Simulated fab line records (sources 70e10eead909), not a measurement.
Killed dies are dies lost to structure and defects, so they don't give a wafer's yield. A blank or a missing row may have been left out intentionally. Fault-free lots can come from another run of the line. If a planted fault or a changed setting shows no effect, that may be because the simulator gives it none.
fab line records -- flow nand-harc
record lots=6, wafers=18, last-day=33
route steps=1302 shown P_CONTACT@226
lots untouched by any fault: they come from a run of this same line in which no faults occurred
start-h: hours from the record's opening day to when the first of the lot's shown wafers began -- wait-h: hours elapsed since this lot's preceding step -- " identical to the entry in the row above -- L1.1+2: one row covering several wafers at once -- - no value present, or no start provided -- * or withheld: withheld -- < > ~ a bound
route shown NAME@n: a module of which the file shows steps, and the number in the route of the first -- usual: mean/standard deviation taken from wafers without a fault -- same: alike in all rows -- chamber/n: place in a boat -- sites: per-site readings -- _std_site: the standard deviation of these -- _edge_site: the outer-site mean with the inner-site mean subtracted -- radius-mm: how far each site lies from the wafer's centre -- mask NAME#n: copy n -- behind: the last tool/chamber to shape the wafer -- hold: reason for holding the lot/hours on hold/outcome of the hold -- device: the transistor (n, p or np) that didn't switch -- end of line: the route-end tests of the same wafers -- a step given without rows: its recipe and nothing more -- killed: the dies lost at the first sort to structure and to defects; this is not the yield of the wafer -- map: shows each die of a wafer: x if killed, . if not, _ if none is there
set.NAME: the run value of the setting; set.NAME@STEP: its run value at that earlier step -- model.NAME: the simulator's own value behind a step, which no gauge read
certain route steps with their lots: each step a table, each wafer a row
services: from which hour (start-h, from the record's first day; less than 0 if before it) a tool's chamber was out of use, for how many hours, and why
## steps
# step NHARC_P_CONTACT_COAT_06
# recipe spin-rpm=1500, resist-thk-nm=90
# step NHARC_P_CONTACT_SOFTBAKE_07
# recipe temp-c=105, time-s=55
# step NHARC_P_CONTACT_EBR_08
# step NHARC_P_CONTACT_EXPOSE_09
# recipe na=1.35, target-cd-nm=90, dose-mj=81.26, mask-id=P_CA
# step NHARC_P_CONTACT_PEB_10
# recipe peb-temp-c=100, peb-time-s=65
# step NHARC_P_CONTACT_DEVELOP_11
# recipe develop-time-s=35, dev-temp-c=23
# step NHARC_P_CONTACT_CD_MEAS_12
# recipe target-cd-nm=90, landing-energy-ev=500
# usual cd-nm=90.0/0.53
lot.wafer,tool,chamber,start-h,wait-h,cd-nm
L629.1,cd-sem-01,0,117.06,-,90.0
L629.2,cd-sem-01,0,117.06,-,90.4
L629.4,cd-sem-01,0,117.06,-,90.1
L638.3,cd-sem-02,0,208.83,-,89.6
L638.4,cd-sem-02,0,208.83,-,89.9
L638.5,cd-sem-02,0,208.83,-,89.1
L639.3,cd-sem-02,0,220.45,-,89.1
L639.4,cd-sem-02,0,220.45,-,90.0
L639.6,cd-sem-02,0,220.45,-,89.8
L641.2,cd-sem-03,0,240.79,-,89.2
L641.3,cd-sem-03,0,240.79,-,89.9
L641.6,cd-sem-03,0,240.79,-,90.4
L647.1,cd-sem-03,0,300.57,-,89.2
L647.4,cd-sem-03,0,300.57,-,89.9
L647.5,cd-sem-03,0,300.57,-,90.4
L648.2,cd-sem-02,0,312.80,-,90.7
L648.5,cd-sem-02,0,312.80,-,91.1
L648.6,cd-sem-02,0,312.80,-,90.7
# step NHARC_P_CONTACT_OVL_MEAS_13
# usual overlay-x-nm=0.0/0.89, overlay-y-nm=0.0/0.89
lot.wafer,tool,chamber,start-h,wait-h,overlay-x-nm,overlay-y-nm
L629.1,overlay-01,-,117.15,-,-0.3,1.6
L629.2,overlay-01,-,117.15,-,-0.5,1.8
L629.4,overlay-01,-,117.15,-,-0.2,1.6
L638.3,overlay-01,-,208.92,-,-1.6,-0.2
L638.4,overlay-01,-,208.92,-,-1.6,-0.7
L638.5,overlay-01,-,208.92,-,-1.1,0.0
L639.3,overlay-02,-,220.53,-,-1.0,0.9
L639.4,overlay-02,-,220.53,-,-1.4,1.1
L639.6,overlay-02,-,220.53,-,-1.2,1.3
L641.2,overlay-01,-,240.87,-,0.0,0.5
L641.3,overlay-01,-,240.87,-,0.2,0.0
L641.6,overlay-01,-,240.87,-,0.1,-0.2
L647.1,overlay-01,-,300.66,-,0.9,0.2
L647.4,overlay-01,-,300.66,-,0.4,0.0
L647.5,overlay-01,-,300.66,-,1.0,-0.5
L648.2,overlay-02,-,312.88,-,1.1,0.8
L648.5,overlay-02,-,312.88,-,0.3,0.6
L648.6,overlay-02,-,312.88,-,1.0,1.0
# step NHARC_P_CONTACT_INSPECT_14
# usual raw-defect-count=4.3/2.2
lot.wafer,tool,chamber,start-h,wait-h,raw-defect-count
L629.1,defect-inspect-02,-,117.19,0.0,4
L629.2,defect-inspect-02,-,117.19,0.0,6
L629.4,defect-inspect-02,-,117.19,0.0,3
L638.3,defect-inspect-02,-,208.95,0.0,5
L638.4,defect-inspect-02,-,208.95,0.0,6
L638.5,defect-inspect-02,-,208.95,0.0,2
L639.3,defect-inspect-01,-,220.57,0.0,1
L639.4,defect-inspect-01,-,220.57,0.0,2
L639.6,defect-inspect-01,-,220.57,0.0,2
L641.2,defect-inspect-01,-,240.91,0.0,7
L641.3,defect-inspect-01,-,240.91,0.0,4
L641.6,defect-inspect-01,-,240.91,0.0,7
L647.1,defect-inspect-02,-,300.70,0.0,2
L647.4,defect-inspect-02,-,300.70,0.0,6
L647.5,defect-inspect-02,-,300.70,0.0,2
L648.2,defect-inspect-02,-,312.92,0.0,5
L648.5,defect-inspect-02,-,312.92,0.0,2
L648.6,defect-inspect-02,-,312.92,0.0,5
# step NHARC_P_CONTACT_DESCUM_17
# recipe time-s=3, o2-flow-sccm=200, ar-flow-sccm=0, bias-power-w=0, chemistry=O2
# usual drypump-motor-current-A=5.8/0.43, oes-product-au=1.004/0.0086, rf-vpp-V=57.8/0.85, showerhead-plenum-p-Torr=1.93/0.068, throttle-valve-pct=11.310/0.0089
lot.wafer,tool,chamber,start-h,wait-h,drypump-motor-current-A,oes-product-au,rf-hours-counter-h,rf-vpp-V,showerhead-plenum-p-Torr,throttle-valve-pct
L629.4,rie-diel-01,0,117.25,0.1,6.1,1.008,2.7,57.9,2.02,11.294
L629.2,rie-diel-01,2,117.25,0.1,5.6,1.002,3.4,57.3,1.92,11.304
L629.1,rie-diel-01,3,117.25,0.1,5.6,1.011,3.2,58.6,1.84,11.302
L638.4,rie-diel-02,2,209.03,0.1,5.4,0.995,0.1,55.8,1.82,11.309
L638.3,rie-diel-02,3,209.03,0.1,6.2,1.017,0.1,57.7,1.94,11.328
L638.5,rie-diel-02,1,209.03,0.1,6.2,1.003,-,57.8,1.98,11.310
L639.4,rie-diel-11,0,220.64,0.1,5.7,1.005,7.6,58.7,1.96,11.316
L639.3,rie-diel-11,2,220.64,0.1,5.7,0.988,8.0,58.0,1.96,11.306
L639.6,rie-diel-11,0,220.64,0.1,5.7,1.012,-,56.9,1.96,11.313
L641.3,rie-diel-11,1,240.97,0.1,6.0,1.007,0,57.7,1.91,11.300
L641.2,rie-diel-11,2,240.97,0.1,5.8,0.994,0,56.6,1.96,11.293
L641.6,rie-diel-11,2,240.97,0.1,5.8,1.016,-,58.0,1.96,11.289
L647.1,rie-diel-02,3,300.77,0.1,6.2,1.021,3.0,58.4,1.94,11.298
L647.4,rie-diel-02,0,300.77,0.1,6.8,1.011,3.2,55.7,1.90,11.308
L647.5,rie-diel-02,2,300.77,0.1,5.4,1.004,-,56.6,1.82,11.300
L648.2,rie-diel-11,1,313.00,0.1,6.0,1.002,3.8,57.2,1.91,11.321
L648.6,rie-diel-11,3,313.00,0.1,5.3,0.995,-,57.9,2.05,11.309
L648.5,rie-diel-11,0,313.00,0.1,5.7,1.001,-,57.5,1.96,11.312
# step NHARC_P_CONTACT_ETCH_35
# recipe target-depth-a=390, over-etch-frac=0.3, time-s=65, ion-energy-ev=80, cf4-flow-sccm=150, ar-flow-sccm=0, rf-w=300, bias-w=100, chemistry=CF4
# usual drypump-motor-current-A=5.8/0.43, oes-product-au=1.003/0.0067, rf-vpp-V=151.7/1.1, run-length-s=86.3/0.53, showerhead-plenum-p-Torr=1.79/0.06, throttle-valve-pct=13.283/0.009
lot.wafer,tool,chamber,start-h,wait-h,drypump-motor-current-A,oes-product-au,rf-hours-counter-h,rf-vpp-V,run-length-s,showerhead-plenum-p-Torr,throttle-valve-pct
L629.4,rie-diel-01,3,117.34,0.1,5.6,0.999,3.2,150.9,87.1,1.71,13.290
L629.2,rie-diel-01,0,117.34,0.1,6.1,1.024,2.7,151.7,85.5,1.86,13.286
L629.1,rie-diel-01,1,117.34,0.1,5.1,1.001,3.6,150.0,86.0,1.69,13.288
L638.3,rie-diel-02,0,209.11,0.1,6.8,1.001,0.1,152.5,85.3,1.76,13.295
L638.4,rie-diel-02,1,209.11,0.1,6.2,0.997,0.1,151.5,86.9,1.83,13.280
L638.5,rie-diel-02,0,209.11,0.1,6.8,0.999,-,151.9,85.6,1.76,13.287
L639.4,rie-diel-11,0,220.72,0.1,5.7,0.998,7.6,151.3,85.8,1.81,13.280
L639.3,rie-diel-11,1,220.72,0.1,6.0,1.005,8.3,152.5,85.9,1.76,13.269
L639.6,rie-diel-11,0,220.72,0.1,5.7,1.003,-,151.8,85.7,1.81,13.264
L641.3,rie-diel-11,3,241.06,0.1,5.3,1.007,0.0,152.9,87.1,1.89,13.276
L641.2,rie-diel-11,0,241.06,0.1,5.7,1.011,0.0,151.4,85.9,1.81,13.282
L641.6,rie-diel-11,3,241.06,0.1,5.3,1.001,-,153.2,86.9,1.89,13.264
L647.1,rie-diel-02,0,300.85,0.1,6.8,1.016,3.2,151.0,85.5,1.76,13.292
L647.4,rie-diel-02,2,300.85,0.1,5.4,1.002,3.1,149.7,86.0,1.69,13.284
L647.5,rie-diel-02,3,300.85,0.1,6.2,1.018,-,151.0,86.7,1.79,13.278
L648.2,rie-diel-11,2,313.07,0.1,5.8,0.994,3.5,152.3,85.7,1.81,13.281
L648.5,rie-diel-11,1,313.07,0.1,6.0,1.011,-,151.5,86.0,1.76,13.272
L648.6,rie-diel-11,2,313.07,0.1,5.8,0.995,-,152.4,85.6,1.81,13.282
# step NHARC_P_CONTACT_ETCH_36
# recipe target-depth-a=2600, over-etch-frac=0.25, time-s=406.25, ion-energy-ev=200, n2-flow-sccm=150, h2-flow-sccm=150, ar-flow-sccm=0, rf-w=400, bias-w=150, chemistry=N2/H2
# usual drypump-motor-current-A=5.9/0.43, n2-flow-sccm=150.0/0.41, oes-product-au=1.001/0.0079, rf-vpp-V=431.1/2.3, run-length-s=427.4/0.48, showerhead-plenum-p-Torr=2.06/0.072, throttle-valve-pct=14.172/0.0099
lot.wafer,tool,chamber,start-h,wait-h,drypump-motor-current-A,n2-flow-sccm,oes-product-au,rf-hours-counter-h,rf-vpp-V,run-length-s,showerhead-plenum-p-Torr,throttle-valve-pct
L629.2,rie-diel-01,3,-,-,5.6,149.2,0.998,3.3,429.3,427.9,1.96,14.171
L629.4,rie-diel-01,0,-,-,6.1,150.2,0.995,2.8,433.0,427.0,2.16,14.185
L629.1,rie-diel-01,2,-,-,5.6,149.9,1.000,3.5,431.1,427.6,2.04,14.177
L638.4,rie-diel-02,3,-,-,6.2,150.2,1.004,0.2,432.5,427.8,2.07,14.178
L638.3,rie-diel-02,0,-,-,6.8,149.6,0.991,0.2,429.3,427.2,2.03,14.149
L638.5,rie-diel-02,3,-,-,6.2,150.0,1.007,-,430.0,427.4,2.07,14.157
L639.4,rie-diel-11,3,-,-,5.3,150.0,1.005,8.1,433.3,428.0,2.19,14.193
L639.3,rie-diel-11,1,-,-,6.0,149.7,1.009,8.3,430.7,427.3,2.03,14.174
L639.6,rie-diel-11,2,-,-,5.8,150.2,0.996,-,432.8,426.8,2.10,14.176
L641.3,rie-diel-11,2,-,-,5.8,149.6,1.005,0.1,433.1,426.9,2.09,14.152
L641.2,rie-diel-11,0,-,-,5.7,149.5,1.018,0.1,430.4,426.7,2.09,14.170
L641.6,rie-diel-11,2,-,-,5.8,150.0,1.005,-,432.0,427.0,2.09,14.177
L647.1,rie-diel-02,0,-,-,6.8,150.2,1.014,3.3,430.5,426.6,2.02,14.184
L647.4,rie-diel-02,3,-,-,6.2,150.1,1.025,3.1,431.9,427.8,2.07,14.158
L647.5,rie-diel-02,1,-,-,6.2,150.4,1.000,-,433.3,427.4,2.12,14.179
L648.2,rie-diel-11,0,-,-,5.7,150.2,0.994,3.7,431.0,426.8,2.09,14.173
L648.6,rie-diel-11,1,-,-,6.0,150.4,0.998,-,430.1,427.6,2.03,14.176
L648.5,rie-diel-11,2,-,-,5.8,150.2,0.997,-,432.0,427.0,2.09,14.167
# step NHARC_P_CONTACT_ETCH_18
# recipe target-depth-a=4810, time-s=240.5, c4f8-flow-sccm=20, o2-flow-sccm=10, ar-flow-sccm=withheld, rf-w=600, bias-w=1500, chemistry=C4F8/O2/Ar
# usual oes-product-au=0.956/0.02, rf-vpp-V=980/4.6, run-length-s=261.6/0.5
lot.wafer,tool,chamber,start-h,wait-h,oes-product-au,rf-hours-counter-h,rf-vpp-V,run-length-s
L629.1,rie-diel-01,0,117.74,-,0.923,3.0,986,261.2
L629.2,rie-diel-01,2,117.74,-,0.978,3.5,979,262.7
L629.4,rie-diel-01,1,117.74,-,0.950,-,971,261.2
L638.3,rie-diel-02,3,209.55,-,0.984,0.4,982,261.8
L638.4,rie-diel-02,0,209.55,-,0.952,0.3,976,260.9
L638.5,rie-diel-02,1,209.55,-,0.964,-,985,261.7
L639.3,rie-diel-11,3,221.11,-,0.960,8.3,986,208.0
L639.4,rie-diel-11,0,221.11,-,0.951,7.8,982,206.4
L639.6,rie-diel-11,0,221.11,-,0.948,-,981,206.6
L641.3,rie-diel-11,0,241.49,-,0.996,0.2,979,206.4
L641.2,rie-diel-11,1,241.49,-,0.966,0.3,978,207.0
L641.6,rie-diel-11,2,241.49,-,0.967,-,981,206.8
L647.1,rie-diel-02,3,301.24,-,0.934,3.2,979,261.8
L647.4,rie-diel-02,1,301.24,-,0.935,3.6,984,262.1
L647.5,rie-diel-02,3,301.24,-,0.930,-,981,261.7
L648.2,rie-diel-11,2,313.50,-,0.983,3.8,983,261.6
L648.6,rie-diel-11,0,313.50,-,0.967,-,981,260.9
L648.5,rie-diel-11,1,313.50,-,0.978,-,978,261.3
# step NHARC_P_CONTACT_STRIP_37
# recipe c4f8-flow-sccm=withheld, o2-flow-sccm=8, ar-flow-sccm=withheld, bias-w=0, chemistry=C4F8/O2/Ar
## services
tool,chamber,start-h,hours,kind
rie-diel-02,1,99.46,27.8,repair
rie-diel-01,0,104.86,12.3,repair
rie-diel-11,0,112.50,-,clean
rie-diel-11,1,112.50,-,clean
rie-diel-11,2,112.50,-,clean
rie-diel-11,3,112.50,-,clean
rie-diel-02,0,114.07,85.2,repair
rie-diel-11,3,123.85,2.8,repair
rie-diel-02,1,131.75,1.6,repair
rie-diel-01,2,132.64,1.5,repair
rie-diel-11,2,132.93,6.9,repair
rie-diel-11,0,137.00,-,clean
rie-diel-11,1,137.00,-,clean
rie-diel-11,3,137.00,-,clean
rie-diel-02,2,146.87,5.5,repair
rie-diel-11,0,161.50,-,clean
rie-diel-11,1,161.50,-,clean
rie-diel-11,2,161.50,-,clean
rie-diel-11,3,161.50,-,clean
rie-diel-01,-,179.80,9.0,pm
rie-diel-02,3,187.03,14.6,repair
rie-diel-02,-,192.70,9.0,pm
rie-diel-11,-,231.50,9.0,pm
rie-diel-01,1,260.41,3.8,repair
## key
first-sign step=NHARC_P_CONTACT_ETCH_18, reading=run-length-s, direction=down, sigmas=99+, usual=*, struck=*
effect none on later readings
met-at NHARC_P_CONTACT_ETCH_18
struck-wafers L639.3,L639.4,L639.6,L641.2,L641.3,L641.6
later-rows-left-out L639.3,L639.4,L639.6,L641.2,L641.3,L641.6
sort-left-out L639.3,L639.4,L639.6,L641.2,L641.3,L641.6
tester-left-out L639,L641
fault kind=process-parameter-drift, tool=rie-diel-11, chamber=-, onset-h=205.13, steps=NHARC_P_CONTACT_ETCH_18, channel=time-s, offset=*, shape=step, end-h=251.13, acts-in=*, stated=*
# tester-left-out: of these lots the tester's yield and bins aren't shown, on N5 and GAA mostly nor the transistor test; their killed dies are dies lost to structure and defects alone, not to doping, threshold or leakage, so they don't give the yield
# sort-left-out: the simulated sort isn't trusted on such a fault, so these wafers' sort isn't shown, and their yield isn't known
# later-rows-left-out: the simulator's readings of these wafers behind a module that went badly wrong aren't trusted and aren't shown, but for the sort
